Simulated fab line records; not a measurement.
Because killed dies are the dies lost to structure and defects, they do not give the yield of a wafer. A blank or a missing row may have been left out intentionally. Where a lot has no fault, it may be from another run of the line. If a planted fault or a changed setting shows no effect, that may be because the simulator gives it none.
fab line records	flow n5Finfet	part 1 of 2: steps 1 to 20 of 32
[record] lots = 5	wafers = 15	lastDay = 16
route steps=1938 shown BEOL_M14@1753 BEOL_M15@1773
lots that met no fault: taken from a fault-free run of the same line
startH: start of the lot's first displayed wafer, in hours after the record's first day	waitH: hours since the lot's step before	" same as the row above	L1.1+2: a single row standing in for several wafers	- either no value or no given start	* or withheld: withheld	< > ~ a bound
route shown NAME@n: NAME is a module with steps in the file, n the number in the route of the first one	usual: mean/standard deviation of fault-free wafers	same: alike in all rows	chamber/n: place in a boat	sites: the reading at each site	_std_site: standard deviation across them	_edge_site: the outer-site mean with the inner-site mean subtracted	radiusMm: how far each site lies from the wafer's centre	mask NAME#n: copy n	behind: the tool/chamber that last shaped the wafer	hold: why the lot went on hold/how many hours it stayed there/how the hold came to an end	device: the n, p or np transistor that did not switch	end of line: at the end of the route, the tests of the same wafers	for a step that has no rows: nothing shown but its recipe	killed: dies that structure and defects cost at the first sort, which is not the same as the wafer's yield	map: per-die view of a wafer (x killed, . not killed, _ where there is no die)
set.NAME: the run value of the setting; set.NAME@STEP: its run value at that earlier step	model.NAME: the simulator's own value behind a step, which no gauge read
a table for each step, a row for each wafer; lots at some steps of the route
services: when a tool's chamber went out of use (startH, in hours from the record's first day, below 0 if earlier), for how many hours, and the reason
[[steps]]
[step N5_BEOL_M14_TRENCH_ETCH_34]
[recipe] chemistry = C4F8/O2/Ar	target = SiO2	targetDepthA = 5566.5	maskMaterial = SOC	heInnerTorr = 15	heOuterTorr = 30	timeS = 126.9	ionEnergyEv = 800	pressureMtorr = 20	sourceW = 1905	biasW = 2040	Ar_flow_sccm = 400	C4F8_flow_sccm = 16	O2_flow_sccm = 12
[usual] drypumpMotorCurrentA = 5.6/0.53	mfcArSccm = 399.8/1.3	oes_o_777_au = 0.80/0.063	oesProductAu = 0.80/0.065	rfVppV = 2220/16	showerheadPlenumPTorr = 3.46/0.099	throttleValvePct = 30.85/0.2
[same] timeS = 126.9
lot.wafer	tool	chamber	startH	waitH	drypumpMotorCurrentA	mfcArSccm	oes_o_777_au	oesProductAu	rfHoursCounterH	rfVppV	showerheadPlenumPTorr	throttleValvePct
L074.1	rieDiel-04	0	253.15	0.0	5.8	400.9	0.90	0.92	26	2201	3.36	30.82
L074.2	"	2	"	"	5.7	402.4	0.78	0.77	133	2215	3.44	30.91
L074.3	"	3	"	"	5.4	397.2	0.83	0.82	83	2232	3.61	30.74
L082.2	rieDiel-04	2	294.01	0.0	5.7	400.3	0.78	0.77	139	2214	3.43	30.91
L082.3	"	0	"	"	5.8	398.6	0.88	0.88	44	2202	3.35	30.83
L082.6	"	0	"	"	5.8	399.7	0.88	0.88	-	2200	3.35	30.83
L085.1	rieDiel-02	1	308.71	0.0	4.9	400.8	0.77	0.76	133	2217	3.44	30.64
L085.2	"	2	"	"	5.5	401.2	0.84	0.84	60	2210	3.37	30.86
L085.6	"	1	"	"	4.9	400.0	0.77	0.77	-	2217	3.44	30.64
L089.3	rieDiel-02	0	346.84	0.0	6.2	400.1	0.84	0.84	73	2215	3.62	30.73
L089.5	"	0	"	"	6.3	400.8	0.85	0.84	-	2214	3.62	30.71
L089.6	"	2	"	"	5.5	397.8	0.83	0.81	-	2210	3.36	30.87
L093.1	rieDiel-04	0	348.89	0.0	5.8	399.7	0.84	0.85	65	2202	3.34	30.86
L093.5	"	3	"	"	5.4	400.4	0.79	0.79	-	2231	3.59	30.77
L093.6	"	0	"	"	5.8	401.0	0.85	0.85	-	2201	3.34	30.85
[step N5_BEOL_M14_STRIP_70]
[recipe] chemistry = C4F8/O2/Ar	resist = SiARC	rfFrequencyHz = 6e+07
lot.wafer	tool	chamber	startH	waitH
L074.1+2+3	rieDiel-04	0,2,3	253.27	0.1
L082.2+3+6	rieDiel-04	2,0,0	294.13	0.1
L085.1+2+6	rieDiel-02	1,2,1	308.83	0.1
L089.3+5+6	rieDiel-02	0,0,2	346.95	0.1
L093.1+5+6	rieDiel-04	0,3,0	349.00	0.1
[step N5_BEOL_M14_OCD_MEAS_35]
[usual] trenchDepthNm = 556/6.8
lot.wafer	tool	chamber	startH	waitH	trenchDepthNm
L074.1	ocd-02	-	253.31	0.0	566
L074.2	"	-	"	"	563
L074.3	"	-	"	"	561
L082.2	ocd-02	-	294.17	0.0	565
L082.3	"	-	"	"	567
L082.6	"	-	"	"	565
L085.1	ocd-01	-	308.87	0.0	547
L085.2	"	-	"	"	548
L085.6	"	-	"	"	553
L089.3	ocd-01	-	346.99	0.0	559
L089.5	"	-	"	"	552
L089.6	"	-	"	"	547
L093.1	ocd-01	-	349.04	0.0	560
L093.5	"	-	"	"	561
L093.6	"	-	"	"	557
[step N5_BEOL_M14_STRIP_37]
[recipe] chemistry = O2	powerW = 600	tempC = 60	pressureMtorr = 30	rfFrequencyHz = 6e+07	biasPowerW = 0	overashFraction = 0.3	o2FlowSccm = 225
[usual] drypumpMotorCurrentA = 5.5/0.54	o2FlowSccm = 225.0/0.67	oesProductAu = 0.81/0.062	rfVppV = 3.8/0.97	showerheadPlenumPTorr = 2.11/0.073	throttleValvePct = 16.57/0.17
lot.wafer	tool	chamber	startH	waitH	drypumpMotorCurrentA	o2FlowSccm	oesProductAu	rfHoursCounterH	rfVppV	showerheadPlenumPTorr	throttleValvePct
L074.1	rieDiel-02	2	254.66	1.4	5.5	224.7	0.88	39	3.4	2.04	16.37
L074.2	"	3	"	"	4.7	224.1	0.71	223	5.3	2.07	16.75
L074.3	"	1	"	"	4.9	225.7	0.81	112	3.0	2.11	16.52
L082.2	rieDiel-04	3	294.99	0.8	5.4	224.6	0.80	101	4.9	2.20	16.56
L082.3	"	2	"	"	5.7	226.0	0.76	140	4.3	2.10	16.85
L082.6	"	3	"	"	5.4	225.0	0.80	-	4.5	2.20	16.52
L085.1	rieDiel-02	2	309.35	0.5	5.5	224.4	0.85	60	5.4	2.03	16.40
L085.2	"	0	"	"	6.2	224.7	0.85	56	2.9	2.23	16.47
L085.6	"	2	"	"	5.5	225.0	0.86	-	3.5	2.04	16.40
L089.3	rieDiel-04	1	348.27	1.3	6.6	225.3	0.69	234	4.5	2.14	17.05
L089.5	"	1	"	"	6.6	224.4	0.69	-	4.9	2.14	17.03
L089.6	"	0	"	"	5.8	225.6	0.84	-	2.2	2.03	16.55
L093.1	rieDiel-03	2	349.56	0.5	5.4	225.1	0.84	65	1.9	2.04	16.42
L093.5	"	2	"	"	5.4	225.5	0.84	-	5.1	2.04	16.39
L093.6	"	3	"	"	4.9	225.4	0.69	-	3.8	2.07	16.92
[step N5_BEOL_M14_ETCH_38]
[recipe] chemistry = CF4/N2	target = SiCN	targetDepthA = 1065	taperDeg = 2	timeS = 120.6	ionEnergyEv = 150	maskMaterial = SiO2	pressureMtorr = 40	sourceW = 430	biasW = 70	Ar_flow_sccm = 100	cf4FlowSccm = 60	n2FlowSccm = 60
[usual] drypumpMotorCurrentA = 5.5/0.54	mfcArSccm = 99.9/0.33	oesProductAu = 0.81/0.062	rfVppV = 382.6/2	showerheadPlenumPTorr = 2.22/0.069	throttleValvePct = 15.34/0.17
[same] timeS = 120.6
lot.wafer	tool	chamber	startH	waitH	drypumpMotorCurrentA	mfcArSccm	oesProductAu	rfHoursCounterH	rfVppV	showerheadPlenumPTorr	throttleValvePct
L074.1	rieDiel-02	2	-	-	5.5	99.8	0.89	39	382.7	2.16	15.18
L074.2	"	3	"	"	4.7	100.7	0.72	223	383.0	2.18	15.58
L074.3	"	1	"	"	4.9	99.8	0.79	112	383.5	2.22	15.28
L082.2	rieDiel-04	3	-	-	5.4	99.6	0.81	101	384.4	2.32	15.32
L082.3	"	2	"	"	5.7	100.0	0.77	140	383.1	2.21	15.57
L082.6	"	3	"	"	5.4	100.2	0.80	-	386.0	2.32	15.31
L085.1	rieDiel-02	2	-	-	5.5	99.6	0.84	60	380.2	2.16	15.22
L085.2	"	0	"	"	6.2	100.1	0.87	56	384.7	2.33	15.23
L085.6	"	2	"	"	5.5	99.4	0.85	-	381.0	2.16	15.24
L089.3	rieDiel-04	1	-	-	6.6	100.0	0.69	234	384.5	2.27	15.86
L089.5	"	1	"	"	6.6	100.1	0.68	-	383.4	2.26	15.86
L089.6	"	0	"	"	5.8	99.9	0.85	-	381.1	2.15	15.35
L093.1	rieDiel-03	2	-	-	5.4	100.5	0.83	65	381.8	2.15	15.17
L093.5	"	2	"	"	5.4	100.2	0.83	-	379.7	2.15	15.17
L093.6	"	3	"	"	4.9	100.3	0.70	-	382.3	2.17	15.67
[step N5_BEOL_M14_PRECLEAN_39]
[recipe] chemistry = residueRemover	timeS = 60	tempC = 40
[same] timeS = 60
lot.wafer	tool	chamber	startH	waitH
L074.1+2+3	wetBench-03	0,4,2	254.86	-
L082.2+3+6	wetBench-03	6,0,3	295.18	-
L085.1+2+6	wetBench-03	3,4,0	309.54	-
L089.3+5+6	wetBench-03	7,4,0	348.46	-
L093.1+5+6	wetBench-02	3,4,6	349.75	-
[step N5_BEOL_M14_SRD_40]
[recipe] timeS = 30	tempC = 23	rinseLiquid = diw	dry = n2Spin	spinRpm = 1500	dryTimeS = 30
[usual] spinRpm = 1500.0/0.81
[same] timeS = 30
lot.wafer	tool	chamber	startH	waitH	spinRpm
L074.1	wetBench-03	0	254.87	0.0	1500.5
L074.2	"	4	"	"	1500.2
L074.3	"	2	"	"	1501.5
L082.2	wetBench-03	6	295.20	0.0	1499.5
L082.3	"	0	"	"	1500.8
L082.6	"	3	"	"	1500.0
L085.1	wetBench-03	3	309.56	0.0	1498.3
L085.2	"	4	"	"	1500.3
L085.6	"	0	"	"	1499.7
L089.3	wetBench-03	7	348.50	0.0	1499.7
L089.5	"	4	"	"	1500.9
L089.6	"	0	"	"	1501.0
L093.1	wetBench-02	3	349.77	0.0	1499.2
L093.5	"	4	"	"	1500.2
L093.6	"	6	"	"	1498.9
[step N5_BEOL_M14_DEGAS_41]
[recipe] ambient = vacuum	tempC = 300	timeS = 60
[usual] heaterPowerW = 457/35
[same] timeS = 60
lot.wafer	tool	chamber	startH	waitH	heaterPowerW
L074.1	pvdSputter-02	-	255.29	0.4	486
L074.2	"	-	"	"	472
L074.3	"	-	"	"	384
L082.2	pvdSputter-03	-	295.62	0.4	448
L082.3	"	-	"	"	419
L082.6	"	-	"	"	423
L085.1	pvdSputter-02	-	309.95	0.4	382
L085.2	"	-	"	"	484
L085.6	"	-	"	"	466
L089.3	pvdSputter-02	-	348.84	0.3	482
L089.5	"	-	"	"	471
L089.6	"	-	"	"	388
L093.1	pvdSputter-01	-	349.98	0.2	509
L093.5	"	-	"	"	504
L093.6	"	-	"	"	475
[step N5_BEOL_M14_PRE_CLEAN_42]
[recipe] gas = H2/He	timeS = 30	tempC = 300
[usual] heaterPowerW = 457/34
[same] timeS = 30
lot.wafer	tool	chamber	startH	waitH	heaterPowerW
L074.1	pvdSputter-02	-	255.33	0.0	484
L074.2	"	-	"	"	483
L074.3	"	-	"	"	378
L082.2	pvdSputter-03	-	295.66	0.0	448
L082.3	"	-	"	"	429
L082.6	"	-	"	"	434
L085.1	pvdSputter-02	-	309.99	0.0	387
L085.2	"	-	"	"	477
L085.6	"	-	"	"	480
L089.3	pvdSputter-02	-	348.88	0.0	477
L089.5	"	-	"	"	481
L089.6	"	-	"	"	390
L093.1	pvdSputter-01	-	350.02	0.0	497
L093.5	"	-	"	"	517
L093.6	"	-	"	"	482
[step N5_BEOL_M14_SPUTTER_43]
[recipe] material = TaN	targetThkA = 150	tempC = 50	biasV = 168.6	powerW = 15000	chamberPressurePa = 0.12	timeS = 24.19
[usual] cathodeDcPowerW = 15000/2.6	throttleValvePct = 30.3/0.87
[same] timeS = 24.19
lot.wafer	tool	chamber	startH	waitH	cathodeDcPowerW	throttleValvePct
L074.1	pvdSputter-02	-	255.37	0.0	14996	30.8
L074.2	"	-	"	"	14996	31.4
L074.3	"	-	"	"	15002	29.9
L082.2	pvdSputter-03	-	295.70	0.0	14999	29.2
L082.3	"	-	"	"	15004	29.7
L082.6	"	-	"	"	15003	31.5
L085.1	pvdSputter-02	-	310.03	0.0	15001	30.0
L085.2	"	-	"	"	15001	30.7
L085.6	"	-	"	"	14995	29.8
L089.3	pvdSputter-02	-	348.92	0.0	14999	31.7
L089.5	"	-	"	"	15002	31.7
L089.6	"	-	"	"	14997	30.1
L093.1	pvdSputter-01	-	350.06	0.0	15002	30.4
L093.5	"	-	"	"	15003	30.4
L093.6	"	-	"	"	14999	28.7
[step N5_BEOL_M14_SPUTTER_44]
[recipe] material = Ta	targetThkA = 150	tempC = 50	biasV = 80	powerW = 15000	chamberPressurePa = 0.07	timeS = 24.19
[usual] cathodeDcPowerW = 15000/2.8	throttleValvePct = 30.3/0.86
[same] timeS = 24.19
lot.wafer	tool	chamber	startH	waitH	cathodeDcPowerW	throttleValvePct
L074.1	pvdSputter-02	-	255.45	0.0	15000	30.7
L074.2	"	-	"	"	14996	31.5
L074.3	"	-	"	"	15003	30.2
L082.2	pvdSputter-03	-	295.78	0.0	15000	29.1
L082.3	"	-	"	"	15000	29.8
L082.6	"	-	"	"	14998	31.5
L085.1	pvdSputter-02	-	310.11	0.0	14999	30.2
L085.2	"	-	"	"	15003	30.7
L085.6	"	-	"	"	14997	29.5
L089.3	pvdSputter-02	-	349.00	0.0	14999	31.5
L089.5	"	-	"	"	14999	31.5
L089.6	"	-	"	"	14999	30.0
L093.1	pvdSputter-01	-	350.14	0.0	14998	30.7
L093.5	"	-	"	"	15003	30.7
L093.6	"	-	"	"	15000	28.6
[step N5_BEOL_M14_SPUTTER_45]
[recipe] material = Cu	targetThkA = 1000	tempC = -20	biasV = 60	powerW = 26000	chamberPressurePa = 0.13	timeS = 16.67
[usual] cathodeDcPowerW = 26000/4.7	throttleValvePct = 30.3/0.87
[same] timeS = 16.67
lot.wafer	tool	chamber	startH	waitH	cathodeDcPowerW	throttleValvePct
L074.1	pvdSputter-02	-	255.53	0.0	26003	30.9
L074.2	"	-	"	"	26001	31.6
L074.3	"	-	"	"	25991	29.9
L082.2	pvdSputter-03	-	295.86	0.0	25996	29.1
L082.3	"	-	"	"	26003	29.7
L082.6	"	-	"	"	25997	31.7
L085.1	pvdSputter-02	-	310.19	0.0	25999	29.9
L085.2	"	-	"	"	25996	30.9
L085.6	"	-	"	"	25999	29.8
L089.3	pvdSputter-02	-	349.08	0.0	26007	31.3
L089.5	"	-	"	"	26002	31.7
L089.6	"	-	"	"	26006	30.3
L093.1	pvdSputter-01	-	350.22	0.0	26001	30.2
L093.5	"	-	"	"	25992	30.5
L093.6	"	-	"	"	26001	28.6
[step N5_BEOL_M14_ECD_47]
[recipe] material = Cu	targetThkA = 12480
lot.wafer	tool	chamber	startH	waitH
L074.1+2+3	ecdCu-02	1,0,0	255.78	0.2
L082.2+3+6	ecdCu-01	1,0,0	295.97	0.1
L085.1+2+6	ecdCu-02	0,1,1	310.31	0.1
L089.3+5+6	ecdCu-01	1,1,0	349.25	0.1
L093.1+5+6	ecdCu-01	0,0,1	350.34	0.1
[step N5_BEOL_M14_ANNEAL_48]
[recipe] tempC = 225	timeS = 90	ambient = N2
[usual] wafer_temp_C_max = 226.1/0.38
[same] timeS = 90
lot.wafer	tool	chamber	startH	waitH	wafer_temp_C_max
L074.1	rtpAnneal-02	0	256.10	0.3	226.0
L074.2	"	0	"	"	226.4
L074.3	"	0	"	"	226.1
L082.2	rtpAnneal-02	0	296.21	0.2	227.2
L082.3	"	0	"	"	226.5
L082.6	"	0	"	"	226.6
L085.1	rtpAnneal-01	0	311.11	0.7	225.7
L085.2	"	0	"	"	225.5
L085.6	"	0	"	"	225.5
L089.3	rtpAnneal-01	0	349.54	0.2	225.4
L089.5	"	0	"	"	225.6
L089.6	"	0	"	"	225.8
L093.1	rtpAnneal-01	0	350.53	0.1	225.5
L093.5	"	0	"	"	225.5
L093.6	"	0	"	"	225.4
[step N5_BEOL_M14_CMP_49]
[recipe] stopOn = SiO2	tOverpolishS = 5.2	downForcePsi = 2	platenRpm = 80	clearingPlatenDownForcePsi = 2	clearingPlatenRpm = 80	postCmpClean = cuAlkaline	targetThkNm = 560	clearingPlatenPadVelocityMS = 1.5917	padVelocityMS = 1.5917
[usual] barrierFieldEndpointS = 11.45/0.23	motorCurrentA = 8.2/1	overpolishRunS = 5.199/0.0084	padLifeWafers = 810/580	timeToEndpointS = 122/3.6
lot.wafer	tool	chamber	startH	waitH	barrierFieldEndpointS	motorCurrentA	overpolishRunS	padLifeWafers	timeToEndpointS
L074.3	cmp-01	0	256.41	0.2	11.37	8.6	5.208	1902	119
L074.1	"	1	"	"	11.34	10.4	5.199	1903	117
L074.2	"	3	"	"	11.32	7.7	5.203	1905	119
L082.2	cmp-02	0	296.46	0.2	11.74	7.3	5.208	426	128
L082.3	"	3	"	"	11.26	10.1	5.196	429	117
L082.6	"	1	"	"	11.11	7.9	5.190	-	117
L085.1	cmp-01	2	311.46	0.3	12.04	7.7	5.201	265	134
L085.2	"	3	"	"	11.73	7.6	5.202	266	127
L085.6	"	2	"	"	11.65	7.5	5.210	-	129
L089.3	cmp-02	1	349.86	0.3	11.26	7.7	5.191	879	119
L089.6	"	2	"	"	11.08	7.1	5.204	-	118
L089.5	"	3	"	"	11.15	9.9	5.208	-	115
L093.1	cmp-02	1	350.83	0.3	11.36	7.9	5.183	888	122
L093.6	"	1	"	"	11.63	7.8	5.187	-	122
L093.5	"	2	"	"	11.59	7.3	5.196	-	126
[step N5_BEOL_M14_THK_MEAS_50]
[recipe] thkMeasGauge = xrf	reads = Cu_of_BEOL_M14_ECD_47
[usual] M14_THK = 558/9.4
lot.wafer	tool	chamber	startH	waitH	M14_THK[nm]
L074.1	filmMetro-02	-	256.71	-	578
L074.2	"	-	"	"	575
L074.3	"	-	"	"	571
L082.2	filmMetro-01	-	296.75	-	566
L082.3	"	-	"	"	563
L082.6	"	-	"	"	563
L085.1	filmMetro-01	-	311.71	-	545
L085.2	"	-	"	"	545
L085.6	"	-	"	"	550
L089.3	filmMetro-01	-	350.04	-	556
L089.5	"	-	"	"	545
L089.6	"	-	"	"	541
L093.1	filmMetro-01	-	351.12	-	556
L093.5	"	-	"	"	558
L093.6	"	-	"	"	555
[step N5_BEOL_M14_PRE_CLEAN_52]
[recipe] gas = NH3	timeS = 15	tempC = withheld	rfPowerW = 300
[same] timeS = 15
lot.wafer	tool	chamber	startH	waitH
L074.1+2+3	pecvd-02	2,0,2	256.75	0.0
L082.2+3+6	pecvd-04	2,1,1	296.79	0.0
L085.1+2+6	pecvd-03	1,0,2	311.75	0.0
L089.3+5+6	pecvd-04	2,2,0	350.08	0.0
L093.1+5+6	pecvd-04	0,0,2	351.16	0.0
[step N5_BEOL_M14_DEP_53]
[recipe] material = SiCN	targetThkA = 500	tempC = withheld	precursor = 3MS/NH3	pressureTorr = 3	rfW = 675	timeS = 17.8
[usual] showerheadPlenumPTorr = 4.156/0.021	showerheadVppV = 1675/99	throttleValvePct = 18.1/0.79
[same] timeS = 17.8
lot.wafer	tool	chamber	startH	waitH	showerheadPlenumPTorr	showerheadVppV	throttleValvePct
L074.1	pecvd-02	2	256.78	0.0	4.159	1795	17.1
L074.2	"	0	"	"	4.183	1866	18.2
L074.3	"	2	"	"	4.145	1791	17.4
L082.2	pecvd-04	2	296.82	0.0	4.180	1559	17.8
L082.3	"	1	"	"	4.141	1581	18.1
L082.6	"	1	"	"	4.127	1563	18.2
L085.1	pecvd-03	1	311.78	0.0	4.165	1569	20.7
L085.2	"	0	"	"	4.165	1618	18.3
L085.6	"	2	"	"	4.173	1666	17.5
L089.3	pecvd-04	2	350.10	0.0	4.176	1571	18.0
L089.5	"	2	"	"	4.175	1564	18.1
L089.6	"	0	"	"	4.149	1703	18.7
L093.1	pecvd-04	0	351.18	0.0	4.159	1675	18.6
L093.5	"	0	"	"	4.154	1701	18.7
L093.6	"	2	"	"	4.189	1579	18.1
[step N5_BEOL_M14_RS_MEAS_54]
[recipe] thkMeasGauge = four-point-probe	reads = Cu_of_BEOL_M14_ECD_47+Ta_of_BEOL_M14_SPUTTER_44+TaN_of_BEOL_M14_SPUTTER_43
[usual] M14_RS = 0.0333/0.00043
lot.wafer	tool	chamber	startH	waitH	M14_RS[ohm/sq]
L074.1	filmMetro-01	-	256.87	0.1	0.0327
L074.2	"	-	"	"	0.0330
L074.3	"	-	"	"	0.0330
L082.2	filmMetro-02	-	296.88	0.1	0.0327
L082.3	"	-	"	"	0.0326
L082.6	"	-	"	"	0.0328
L085.1	filmMetro-01	-	311.84	0.0	0.0337
L085.2	"	-	"	"	0.0337
L085.6	"	-	"	"	0.0333
L089.3	filmMetro-02	-	350.17	0.1	0.0331
L089.5	"	-	"	"	0.0335
L089.6	"	-	"	"	0.0339
L093.1	filmMetro-02	-	351.25	0.0	0.0330
L093.5	"	-	"	"	0.0330
L093.6	"	-	"	"	0.0333
[step N5_BEOL_M14_INSPECT_55]
[recipe] inspectInstrument = darkfield	mode = postDep
[usual] rawDefectCount = 74/23
lot.wafer	tool	chamber	startH	waitH	rawDefectCount
L074.1	defectInspect-01	-	256.89	0.0	70
L074.2	"	-	"	"	95
L074.3	"	-	"	"	110
L082.2	defectInspect-01	-	296.91	0.0	98
L082.3	"	-	"	"	89
L082.6	"	-	"	"	79
L085.1	defectInspect-01	-	311.87	0.0	99
L085.2	"	-	"	"	111
L085.6	"	-	"	"	60
L089.3	defectInspect-01	-	350.20	0.0	38
L089.5	"	-	"	"	71
L089.6	"	-	"	"	82
L093.1	defectInspect-01	-	351.28	0.0	66
L093.5	"	-	"	"	58
L093.6	"	-	"	"	87
